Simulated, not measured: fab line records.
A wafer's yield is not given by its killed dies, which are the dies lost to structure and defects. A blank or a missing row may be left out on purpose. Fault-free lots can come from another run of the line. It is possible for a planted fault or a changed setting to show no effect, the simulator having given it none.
Which tool did it?	flow n5Finfet	Sampling: 24 lots, 72 wafers, 4 of 1938 route steps

== WHAT EACH GAUGE READ, for each wafer ==
N5_FIN_SAQP_INSPECT_18: inspects for defects (brightfield). Usual: rawDefectCount reads 422 (standard deviation 110).
lot	measured	on	rawDefectCount	flag
L074	day 1 21:48	defectInspect-02	489 304 348	
L075	day 2 04:13	defectInspect-02	525 443 598	
L076	day 2 10:02	defectInspect-02	380 330 358	
L077	day 2 16:06	defectInspect-01	323 441 392	
L078	day 2 21:55	defectInspect-01	662 609 543	
L079	day 3 03:20	defectInspect-01	357 304 277	
L080	day 3 09:40	defectInspect-02	332 446 348	
L081	day 3 15:32	defectInspect-02	470 345 358	
L082	day 3 22:07	defectInspect-02	718 371 629	
L083	day 4 05:34	defectInspect-02	387 335 550	
L084	day 4 10:25	defectInspect-01	381 343 274	
L085	day 4 15:55	defectInspect-01	341 240 325	
L086	day 4 21:40	defectInspect-02	374 274 366	
L087	day 5 08:55	defectInspect-01	385 425 406	
L088	day 5 11:48	defectInspect-01	351 372 497	
L089	day 5 15:38	defectInspect-01	450 463 714	
L090	day 5 22:35	defectInspect-02	380 259 388	
L091	day 6 03:39	defectInspect-01	443 439 560	
L092	day 6 10:31	defectInspect-02	546 647 368	
L093	day 6 15:29	defectInspect-02	322 404 575	
L094	day 6 21:52	defectInspect-01	279 561 290	
L095	day 7 03:46	defectInspect-01	386 370 431	
L096	day 7 10:42	defectInspect-02	581 621 336	
L097	day 7 15:43	defectInspect-01	572 486 518	

N5_FIN_CUT_INSPECT_10: inspects for defects (brightfield). Usual: rawDefectCount reads 41 (standard deviation 12).
lot	measured	on	rawDefectCount	flag
L074	day 2 02:31	defectInspect-01	40 47 60	
L075	day 2 09:49	defectInspect-01	53 59 52	
L076	day 2 15:28	defectInspect-02	46 35 42	
L077	day 2 21:04	defectInspect-01	29 44 51	
L078	day 3 02:37	defectInspect-02	59 73 51	
L079	day 3 08:14	defectInspect-02	41 23 23	
L080	day 3 14:45	defectInspect-01	65 54 46	
L081	day 3 20:45	defectInspect-02	42 29 28	
L082	day 4 03:10	defectInspect-01	58 29 36	
L083	day 4 10:49	defectInspect-01	26 27 37	
L084	day 4 15:15	defectInspect-01	19 47 29	
L085	day 4 22:01	defectInspect-02	35 24 28	
L086	day 5 06:20	defectInspect-02	49 24 37	
L087	day 5 15:05	defectInspect-02	53 52 25	
L088	day 5 17:05	defectInspect-02	22 29 31	
L089	day 5 21:31	defectInspect-01	32 66 44	
L090	day 6 04:25	defectInspect-01	41 35 42	
L091	day 6 09:35	defectInspect-02	36 51 48	
L092	day 6 16:43	defectInspect-01	32 53 45	
L093	day 6 21:19	defectInspect-01	42 57 42	
L094	day 7 02:40	defectInspect-01	27 38 26	
L095	day 7 09:11	defectInspect-02	35 36 58	
L096	day 7 16:26	defectInspect-02	22 32 40	
L097	day 7 20:56	defectInspect-02	34 58 40	

== TOOL THAT RAN EACH LOT (tool first, then ch and the chambers of the sampled wafers, then the start) ==
lot	N5_FIN_SAQP_RECESS_75	N5_FIN_SAQP_RECESS_63
L074	vaporEtch-01 ch 0,1, day 1 22:40	vaporEtch-01 ch 0,1, day 2 00:14
L075	vaporEtch-01 ch 0,1, day 2 04:57	vaporEtch-02 ch 0,1, day 2 07:09
L076	vaporEtch-01 ch 0,1, day 2 10:46	vaporEtch-01 ch 1, day 2 13:13
L077	vaporEtch-02 ch 0,1, day 2 16:58	vaporEtch-01 ch 0,1, day 2 18:32
L078	vaporEtch-02 ch 0,1, day 2 22:39	vaporEtch-01 ch 0,1, day 3 00:19
L079	vaporEtch-01 ch 0,1, day 3 04:16	vaporEtch-02 ch 0,1, day 3 05:53
L080	vaporEtch-01 ch 0,1, day 3 10:43	vaporEtch-01 ch 0,1, day 3 12:28
L081	vaporEtch-02 ch 0,1, day 3 16:17	vaporEtch-01 ch 0,1, day 3 18:27
L082	vaporEtch-01 ch 1, day 3 22:50	vaporEtch-01 ch 0,1, day 4 00:31
L083	vaporEtch-01 ch 0,1, day 4 06:18	vaporEtch-02 ch 0,1, day 4 07:56
L084	vaporEtch-01 ch 0,1, day 4 11:15	vaporEtch-02 ch 0,1, day 4 12:49
L085	vaporEtch-01 ch 1, day 4 16:40	vaporEtch-01 ch 0,1, day 4 18:37
L086	vaporEtch-02 ch 0, day 4 22:37	vaporEtch-01 ch 0,1, day 5 01:09
L087	vaporEtch-02 ch 1, day 5 09:41	vaporEtch-02 ch 0,1, day 5 12:13
L088	vaporEtch-01 ch 0,1, day 5 12:36	vaporEtch-02 ch 0,1, day 5 14:22
L089	vaporEtch-02 ch 0,1, day 5 16:50	vaporEtch-02 ch 0,1, day 5 19:11
L090	vaporEtch-02 ch 0,1, day 5 23:40	vaporEtch-02 ch 0,1, day 6 01:22
L091	vaporEtch-01 ch 0,1, day 6 04:26	vaporEtch-02 ch 1, day 6 06:00
L092	vaporEtch-01 ch 0,1, day 6 11:21	vaporEtch-01 ch 0,1, day 6 13:55
L093	vaporEtch-01 ch 1, day 6 16:43	vaporEtch-02 ch 1, day 6 18:25
L094	vaporEtch-01 ch 0,1, day 6 22:36	vaporEtch-02 ch 0, day 7 00:11
L095	vaporEtch-02 ch 0,1, day 7 05:21	vaporEtch-01 ch 0,1, day 7 06:56
L096	vaporEtch-01 ch 0,1, day 7 11:29	vaporEtch-02 ch 0,1, day 7 13:41
L097	vaporEtch-02 ch 0,1, day 7 16:38	vaporEtch-02 ch 0, day 7 18:15
- N5_FIN_SAQP_RECESS_75: chemistry HF/NH3, target SiO2, target depth 14.4 nm, afs cycles 3, sublimation time 60 s.
- N5_FIN_SAQP_RECESS_63: chemistry HF/NH3, target SiO2, target depth 18 nm, afs cycles 3, sublimation time 60 s.

== WHAT THE TOOLS THEMSELVES READ (means of the sampled wafers that have a number; where no wafer has one, the mark that the record gives instead) ==
N5_FIN_SAQP_RECESS_75. Usual: drypumpMotorCurrentA 5.6 A, standard deviation 0.5; forelinePTorr 0.1279 Torr, standard deviation 0.00032.
lot	tool	drypumpMotorCurrentA (A)	forelinePTorr (Torr)	flag
L074	vaporEtch-01	5.3	0.1279	
L075	vaporEtch-01	5.3	0.1281	
L076	vaporEtch-01	5.3	0.1281	
L077	vaporEtch-02	6.1	0.1281	
L078	vaporEtch-02	6.1	0.1279	
L079	vaporEtch-01	5.3	0.1280	
L080	vaporEtch-01	5.1	0.1279	
L081	vaporEtch-02	6.1	0.1275	
L082	vaporEtch-01	5.5	0.1282	
L083	vaporEtch-01	5.1	0.1281	
L084	vaporEtch-01	5.1	0.1279	
L085	vaporEtch-01	5.5	0.1279	
L086	vaporEtch-02	6.0	0.1281	
L087	vaporEtch-02	6.3	0.1277	
L088	vaporEtch-01	5.3	0.1281	
L089	vaporEtch-02	6.1	0.1278	
L090	vaporEtch-02	6.2	0.1274	
L091	vaporEtch-01	5.1	0.1279	
L092	vaporEtch-01	5.3	0.1280	
L093	vaporEtch-01	5.5	0.1279	
L094	vaporEtch-01	5.1	0.1276	
L095	vaporEtch-02	6.1	0.1283	
L096	vaporEtch-01	5.3	0.1281	
L097	vaporEtch-02	6.2	0.1284	

N5_FIN_SAQP_RECESS_63. Usual: drypumpMotorCurrentA 5.7 A, standard deviation 0.51; forelinePTorr 0.1281 Torr, standard deviation 0.00036.
lot	tool	drypumpMotorCurrentA (A)	forelinePTorr (Torr)	flag
L074	vaporEtch-01	5.2	0.1278	
L075	vaporEtch-02	6.2	0.1280	
L076	vaporEtch-01	5.5	0.1280	
L077	vaporEtch-01	5.3	0.1281	
L078	vaporEtch-01	5.2	0.1282	
L079	vaporEtch-02	6.1	0.1282	
L080	vaporEtch-01	5.1	0.1284	
L081	vaporEtch-01	5.1	0.1279	
L082	vaporEtch-01	5.1	0.1279	
L083	vaporEtch-02	6.2	0.1282	
L084	vaporEtch-02	6.2	0.1290	
L085	vaporEtch-01	5.3	0.1280	
L086	vaporEtch-01	5.3	0.1280	
L087	vaporEtch-02	6.2	0.1283	
L088	vaporEtch-02	6.1	0.1278	
L089	vaporEtch-02	6.2	0.1279	
L090	vaporEtch-02	6.2	0.1282	
L091	vaporEtch-02	6.3	0.1275	
L092	vaporEtch-01	5.3	0.1277	
L093	vaporEtch-02	6.3	0.1279	
L094	vaporEtch-02	6.0	0.1279	
L095	vaporEtch-01	5.1	0.1281	
L096	vaporEtch-02	6.1	0.1283	
L097	vaporEtch-02	6.0	0.1279	

== THE ANSWER, worked out from the rows above alone ==
Rule: a lot counts as off when the mean over its wafers that have a number is more than 3 standard deviations away from the usual mean. Also off: a lot with no number at a reading for which 4 or more lots have one. Any other lot the step has rows for is counted as sound. After the gauges, taken in route order, come the tools' own readings; for these a lot's mean is taken, as printed above. At the first step where some lot is off, the reading lying furthest off is the one used; lots without a number count as furthest.
Across all readings shown, no lot is off: no conclusion can be drawn from this.

== WHAT THE SIMULATOR HAD INSERTED ==
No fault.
